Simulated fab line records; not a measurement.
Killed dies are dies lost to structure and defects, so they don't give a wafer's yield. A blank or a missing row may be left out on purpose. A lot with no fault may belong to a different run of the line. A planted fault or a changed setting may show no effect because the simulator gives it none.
fab line records	flow nand-harc
[record] lots = 5	wafers = 15	last-day = 33
route steps=1302 shown A_CONTACT@1105 A_BLC@1107 END@1302
lots with no fault: from the same line, run without faults
start-h: start of the lot's first displayed wafer, in hours after the record's first day	wait-h: how many hours have passed since the lot's step before this one	" repeats the value in the row above	L1.1+2: a row that stands for several wafers	- value missing, or start not given	* or withheld: withheld	< > ~ a bound
route shown NAME@n: NAME is a module with steps in the file, n the number in the route of the first one	usual: mean/standard deviation taken from wafers without a fault	same: alike in all rows	chamber/n: place in a boat	sites: per-site readings	_std_site: standard deviation of those values	_edge_site: outer sites' mean less inner sites'	radius-mm: for every site, how far away it sits from the centre of the wafer	mask NAME#n: copy n	behind: the most recent tool/chamber to have shaped the wafer	hold: cause of the lot's hold/its duration in hours/its outcome	device: the n, p or np transistor that did not switch	end of line: the same wafers' tests at the end of the route	step lacking rows: just its recipe	killed: not the wafer's yield, but the dies lost to structure and defects at the first sort	map: shows each die of a wafer: x if killed, . if not, _ if none is there
set.NAME: the setting that was run; set.NAME@STEP: the one run at that earlier step	model.NAME: the simulator's own value behind a step, which no gauge read
certain route steps with their lots: each step a table, each wafer a row
services: when a tool's chamber went out of use (start-h, in hours from the record's first day, below 0 if earlier), for how many hours, and the reason
[[steps]]
[step NHARC_A_CONTACT_SRD_22]
[step NHARC_A_CONTACT_INSPECT_23]
[usual] raw-defect-count = 524/130
lot.wafer	tool	chamber	start-h	wait-h	raw-defect-count
L415.1	defect-inspect-01	-	530.09	0.1	793
L415.3	"	-	"	"	718
L415.4	"	-	"	"	641
L424.2	defect-inspect-01	-	652.52	0.1	612
L424.3	"	-	"	"	976
L424.4	"	-	"	"	604
L431.2	defect-inspect-02	-	708.91	0.1	515
L431.5	"	-	"	"	549
L431.6	"	-	"	"	558
L433.1	defect-inspect-02	-	722.11	0.1	439
L433.2	"	-	"	"	462
L433.3	"	-	"	"	433
L435.1	defect-inspect-01	-	751.68	0.1	404
L435.4	"	-	"	"	553
L435.6	"	-	"	"	341
[step NHARC_A_BLC_DEHYDRATE_00]
[recipe] temp-c = 150	time-s = 120
[step NHARC_A_BLC_HMDS_01]
[recipe] time-s = 30
[step NHARC_A_BLC_COAT_02]
[recipe] temp-c = 260	time-s = 75
[step NHARC_A_BLC_COAT_03]
[recipe] temp-c = 225	time-s = 65
[step NHARC_A_BLC_COAT_04]
[recipe] spin-rpm = 1500	resist-thk-nm = 90
[step NHARC_A_BLC_SOFTBAKE_05]
[recipe] temp-c = 105	time-s = 55
[step NHARC_A_BLC_EBR_06]
[step NHARC_A_BLC_EXPOSE_07]
[recipe] na = 1.35	target-cd-nm = 100	dose-mj = 67.97	mask-id = A_BLC
[step NHARC_A_BLC_PEB_08]
[recipe] peb-temp-c = 100	peb-time-s = 65
[step NHARC_A_BLC_DEVELOP_09]
[recipe] develop-time-s = 35	dev-temp-c = 23
lot.wafer	tool	chamber	start-h	wait-h
L415.1+3+4	litho-track-01	0	530	-
L424.2+3+4	litho-track-01	0	652	-
L431.2+5+6	litho-track-01	0	709	-
L433.1+2+3	litho-track-01	0	722	-
L435.1+4+6	litho-track-04	0	752	-
[step NHARC_A_BLC_CD_MEAS_10]
[recipe] target-cd-nm = 100	landing-energy-ev = 500
[usual] cd-nm = 99.8/0.67
lot.wafer	tool	chamber	start-h	wait-h	cd-nm
L415.1	cd-sem-01	0	530.47	-	99.4
L415.3	"	0	"	"	99.2
L415.4	"	0	"	"	100.2
L424.2	cd-sem-03	0	653.03	-	98.4
L424.3	"	0	"	"	100.5
L424.4	"	0	"	"	98.3
L431.2	cd-sem-03	0	709.42	-	99.7
L431.5	"	0	"	"	100.7
L431.6	"	0	"	"	99.5
L433.1	cd-sem-03	0	722.61	-	99.1
L433.2	"	0	"	"	100.8
L433.3	"	0	"	"	100.2
L435.1	cd-sem-01	0	752.18	-	100.8
L435.4	"	0	"	"	100.2
L435.6	"	0	"	"	99.8
[step NHARC_A_BLC_OVL_MEAS_11]
[usual] overlay-x-nm = 0.1/0.99	overlay-y-nm = -0.2/0.81
lot.wafer	tool	chamber	start-h	wait-h	overlay-x-nm	overlay-y-nm
L415.1	overlay-02	-	530.56	-	-0.4	-1.0
L415.3	"	-	"	"	-0.2	-0.8
L415.4	"	-	"	"	-0.3	-1.5
L424.2	overlay-01	-	653.12	-	0.6	-0.2
L424.3	"	-	"	"	1.7	0.0
L424.4	"	-	"	"	1.3	0.1
L431.2	overlay-02	-	709.50	-	-0.9	0.0
L431.5	"	-	"	"	-1.4	0.0
L431.6	"	-	"	"	-1.0	0.1
L433.1	overlay-01	-	722.70	-	-0.3	-1.8
L433.2	"	-	"	"	-0.2	-1.9
L433.3	"	-	"	"	-0.1	-1.4
L435.1	overlay-02	-	752.27	-	0.3	-0.6
L435.4	"	-	"	"	0.2	-0.4
L435.6	"	-	"	"	0.9	-1.0
[step NHARC_A_BLC_INSPECT_12]
[usual] raw-defect-count = 92/31
lot.wafer	tool	chamber	start-h	wait-h	raw-defect-count
L415.1	defect-inspect-01	-	530.60	0.0	90
L415.3	"	-	"	"	73
L415.4	"	-	"	"	67
L424.2	defect-inspect-02	-	653.15	0.0	55
L424.3	"	-	"	"	59
L424.4	"	-	"	"	50
L431.2	defect-inspect-02	-	709.54	0.0	93
L431.5	"	-	"	"	95
L431.6	"	-	"	"	91
L433.1	defect-inspect-01	-	722.74	0.0	133
L433.2	"	-	"	"	161
L433.3	"	-	"	"	141
L435.1	defect-inspect-01	-	752.31	0.0	86
L435.4	"	-	"	"	80
L435.6	"	-	"	"	76
[step NHARC_A_BLC_DESCUM_15]
[recipe] time-s = 3	o2-flow-sccm = 200	ar-flow-sccm = 0	bias-power-w = 0	chemistry = O2
[usual] drypump-motor-current-A = 5.7/0.49	oes-product-au = 0.997/0.0083	rf-vpp-V = 57.6/0.98	showerhead-plenum-p-Torr = 1.88/0.083	throttle-valve-pct = 11.312/0.0086
lot.wafer	tool	chamber	start-h	wait-h	drypump-motor-current-A	oes-product-au	rf-hours-counter-h	rf-vpp-V	showerhead-plenum-p-Torr	throttle-valve-pct	model.A_BLC.cd-nm
L415.3	rie-diel-02	1	530.66	0.1	5.2	0.987	8	57.3	1.79	11.321	99.07
L415.1	"	3	"	"	6.4	1.010	9	58.9	1.95	11.324	99.51
L415.4	"	3	"	"	6.4	0.998	-	58.2	1.95	11.322	99.91
L424.2	rie-diel-06	3	653.21	0.1	5.5	0.983	11	57.0	2.01	11.322	98.52
L424.3	"	0	"	"	6.1	0.990	12	58.3	1.79	11.300	100.2
L424.4	"	1	"	"	5.7	0.990	12	57.5	1.86	11.310	98.6
L431.2	rie-diel-02	1	709.62	0.1	5.2	1.003	10	55.8	1.79	11.331	99.2
L431.6	"	2	"	"	5.7	0.990	-	58.3	1.97	11.317	99.03
L431.5	"	3	"	"	6.3	0.978	-	56.4	1.94	11.304	100.7
L433.2	rie-diel-06	0	722.80	0.1	6.1	1.003	4	54.9	1.79	11.325	100.5
L433.1	"	1	"	"	5.7	0.995	3	58.0	1.86	11.313	99.46
L433.3	"	3	"	"	5.5	0.985	4	57.2	2.01	11.305	100.2
L435.4	rie-diel-06	0	752.37	0.1	6.1	0.990	7	56.8	1.78	11.308	99.71
L435.1	"	2	"	"	4.7	0.989	6	57.0	1.86	11.320	101.4
L435.6	"	0	"	"	6.1	0.987	-	58.0	1.78	11.318	99.1
[step NHARC_A_BLC_ETCH_16]
[recipe] target-depth-a = 390	over-etch-frac = 0.3	time-s = 65	ion-energy-ev = 80	cf4-flow-sccm = 150	ar-flow-sccm = 0	rf-w = 300	bias-w = 100	chemistry = CF4
[usual] drypump-motor-current-A = 5.7/0.49	oes-product-au = 0.997/0.0083	rf-vpp-V = 150.8/1.3	showerhead-plenum-p-Torr = 1.74/0.072	throttle-valve-pct = 13.283/0.0096
[same] over-etch-frac = 0.3
lot.wafer	tool	chamber	start-h	wait-h	drypump-motor-current-A	oes-product-au	rf-hours-counter-h	rf-vpp-V	showerhead-plenum-p-Torr	throttle-valve-pct	model.A_BLC.cd-nm
L415.1	rie-diel-02	2	530.77	0.1	5.7	0.984	9	152.2	1.82	13.286	99.53
L415.3	"	3	"	"	6.3	0.997	9	151.7	1.80	13.279	98.87
L415.4	"	2	"	"	5.7	0.992	-	151.8	1.82	13.286	99.94
L424.2	rie-diel-06	0	653.31	0.1	6.1	0.994	12	150.2	1.66	13.275	98.4
L424.4	"	1	"	"	5.7	0.989	12	151.0	1.72	13.288	98.85
L424.3	"	2	"	"	4.7	1.010	12	150.8	1.72	13.295	100.2
L431.2	rie-diel-02	2	709.72	0.1	5.7	0.991	8	151.8	1.82	13.275	99.11
L431.5	"	3	"	"	6.3	0.987	-	151.7	1.80	13.293	100.5
L431.6	"	1	"	"	5.2	0.988	-	149.5	1.66	13.291	99.23
L433.2	rie-diel-06	0	722.89	0.1	6.1	0.998	4	149.1	1.66	13.278	99.93
L433.3	"	1	"	"	5.7	1.007	3	150.2	1.72	13.289	100.2
L433.1	"	2	"	"	4.7	0.990	3	149.5	1.72	13.272	99.75
L435.1	rie-diel-06	1	752.46	0.1	5.7	0.989	6	150.9	1.72	13.275	101.4
L435.4	"	2	"	"	4.7	0.998	6	150.2	1.72	13.291	99.61
L435.6	"	0	"	"	6.1	0.994	-	149.8	1.66	13.275	98.82
[step NHARC_A_BLC_ETCH_17]
[recipe] target-depth-a = 3900	over-etch-frac = 0.25	time-s = 609.38	ion-energy-ev = 200	n2-flow-sccm = 150	h2-flow-sccm = 150	ar-flow-sccm = 0	rf-w = 400	bias-w = 150	chemistry = N2/H2
[usual] drypump-motor-current-A = 5.6/0.48	oes-product-au = 0.998/0.0071	rf-vpp-V = 429.5/2.7	showerhead-plenum-p-Torr = 2.00/0.093	throttle-valve-pct = 14.170/0.0091
[same] over-etch-frac = 0.25
lot.wafer	tool	chamber	start-h	wait-h	drypump-motor-current-A	oes-product-au	rf-hours-counter-h	rf-vpp-V	showerhead-plenum-p-Torr	throttle-valve-pct
L415.3	rie-diel-02	2	-	-	5.8	0.993	9	432.7	2.11	14.166
L415.1	"	3	"	"	6.3	0.997	9	431.3	2.08	14.169
L415.4	"	1	"	"	5.2	0.991	-	427.2	1.91	14.150
L424.3	rie-diel-06	2	-	-	4.7	0.999	12	428.0	1.98	14.172
L424.2	"	0	"	"	6.1	0.996	12	425.6	1.90	14.167
L424.4	"	1	"	"	5.7	1.011	12	430.3	1.98	14.162
L431.2	rie-diel-02	2	-	-	5.8	1.003	9	432.8	2.10	14.185
L431.6	"	2	"	"	5.7	1.007	-	432.6	2.11	14.159
L431.5	"	1	"	"	5.3	0.994	-	426.7	1.90	14.175
L433.2	rie-diel-06	2	-	-	4.7	0.996	3	428.4	1.98	14.182
L433.1	"	0	"	"	6.1	1.005	4	424.9	1.90	14.166
L433.3	"	1	"	"	5.7	1.001	4	429.9	1.98	14.166
L435.1	rie-diel-06	2	-	-	4.7	0.996	6	428.2	1.98	14.184
L435.4	"	3	"	"	5.5	0.997	7	431.9	2.14	14.173
L435.6	"	0	"	"	6.1	1.000	-	426.2	1.90	14.163
[step NHARC_END_SORT_01]
[recipe] temp-c = 25
[usual] killed-at-array = 64/16	killed-at-other = 1.0/1.1	killed-at-periphery = 3.5/2.3	killed-dies = 69/17	killed-open = 3.2/1.6	killed-short = 2.4/1.6
[same] gross-dies = 677
lot.wafer	tool	chamber	start-h	wait-h	killed-at-array	killed-at-other	killed-at-periphery	killed-dies	killed-open	killed-short
L424.2	prober-01	0	699.99	2.8	50	0	2	52	3	3
L424.3	prober-01	0	700.80	3.1	59	0	3	62	3	6
L433.1	prober-01	0	772.28	2.5	88	1	4	93	3	7
L433.2	prober-01	0	773.09	2.8	91	3	1	95	2	1
L433.3	prober-01	0	773.90	3.1	77	3	0	80	3	0
// killed by level:class
L424.2 A_CHANNEL_HOLE_D2:chamber-film-flake=24 A_CHANNEL_HOLE_D1:chamber-film-flake=9 A_CONTACT:chamber-film-flake=5 A_CHANNEL_FILL_D1:chamber-film-flake=2 A_DECK1_JOINT:chamber-film-flake=2 A_SLIT:chamber-film-flake=2 P_M0:geometric-particle:open=1 A_ONON_D1:geometric-particle:short=1
L424.3 A_CHANNEL_HOLE_D2:chamber-film-flake=25 A_CHANNEL_HOLE_D1:chamber-film-flake=12 A_CONTACT:chamber-film-flake=10 A_DECK1_JOINT:geometric-particle:short=3 A_STAIRCASE:chamber-film-flake=2 P_GATE:geometric-particle:short=1 P_M0:geometric-particle:open=1 A_ONON_D1:geometric-particle:open=1
L433.1 A_CHANNEL_HOLE_D2:chamber-film-flake=33 A_SLIT:chamber-film-flake=26 A_CHANNEL_HOLE_D1:chamber-film-flake=14 A_CONTACT:chamber-film-flake=4 A_ONON_D1:geometric-particle:short=3 A_ONON_D2:geometric-particle:short=2 P_STI:chamber-film-flake=2 P_M0:geometric-particle:open=1
L433.2 A_CHANNEL_HOLE_D2:chamber-film-flake=36 A_SLIT:chamber-film-flake=28 A_CONTACT:chamber-film-flake=12 A_CHANNEL_HOLE_D1:chamber-film-flake=11 THIN_TSV:chamber-film-flake=3 A_CHANNEL_FILL_D1:geometric-particle:short=1 A_M0:geometric-particle:open=1 A_M1:geometric-particle:open=1
L433.3 A_SLIT:chamber-film-flake=22 A_CHANNEL_HOLE_D2:chamber-film-flake=17 A_CONTACT:chamber-film-flake=15 A_CHANNEL_HOLE_D1:chamber-film-flake=11 A_WL_FILL:chamber-film-flake=4 A_STAIRCASE:chamber-film-flake=3 THIN_TSV:chamber-film-flake=3 A_CHANNEL_FILL_D1:geometric-particle:open=1
[[services]]
tool	chamber	start-h	hours	kind
rie-diel-06	0	517.74	-	clean
rie-diel-06	1	517.74	-	clean
rie-diel-06	2	517.74	-	clean
rie-diel-06	3	517.74	-	clean
rie-diel-06	-	523.55	0.5	repair
rie-diel-02	0	526.22	5.4	repair
rie-diel-06	0	542.24	-	clean
rie-diel-06	1	542.24	-	clean
rie-diel-06	2	542.24	-	clean
rie-diel-06	3	542.24	-	clean
litho-track-04	-	553.00	7.0	pm
rie-diel-06	0	566.74	-	clean
rie-diel-02	-	570.70	9.0	pm
rie-diel-06	3	598.50	14.2	repair
rie-diel-06	-	651.01	0.7	repair
rie-diel-06	-	661.23	9.0	pm
litho-track-01	-	680.00	7.0	pm
rie-diel-02	3	690.49	6.1	repair
rie-diel-02	2	701.35	3.5	repair
rie-diel-02	0	706.74	45.4	repair
litho-track-04	-	728.00	7.0	pm
rie-diel-06	3	730.26	5.6	repair
rie-diel-02	2	737.60	3.9	repair
rie-diel-02	-	747.94	9.0	pm
[[key]]
first-sign none at tools or gauges
[model-effect] step = NHARC_A_BLC_DESCUM_15	value = A_BLC.cd-nm	without = 100.3	struck = 98.56
[model-effect] step = NHARC_A_BLC_ETCH_16	value = A_BLC.cd-nm	without = 100.4	struck = 98.63
met-at NHARC_A_BLC_DEVELOP_09
struck-wafers L424.2,L424.4
tester-left-out L424
onset-between 530 652
[fault] kind = process-parameter-drift	tool = litho-track-01	chamber = -	onset-h = 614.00	steps = NHARC_A_BLC_DEVELOP_09	channel = develop-time-s	offset = *	shape = step	end-h = 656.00	scope = struck-wafers-only	acts-in = *	stated = *
// tester-left-out: of these lots the tester's yield and bins aren't shown, on N5 and GAA mostly nor the transistor test; their killed dies are dies lost to structure and defects alone, not to doping, threshold or leakage, so they don't give the yield
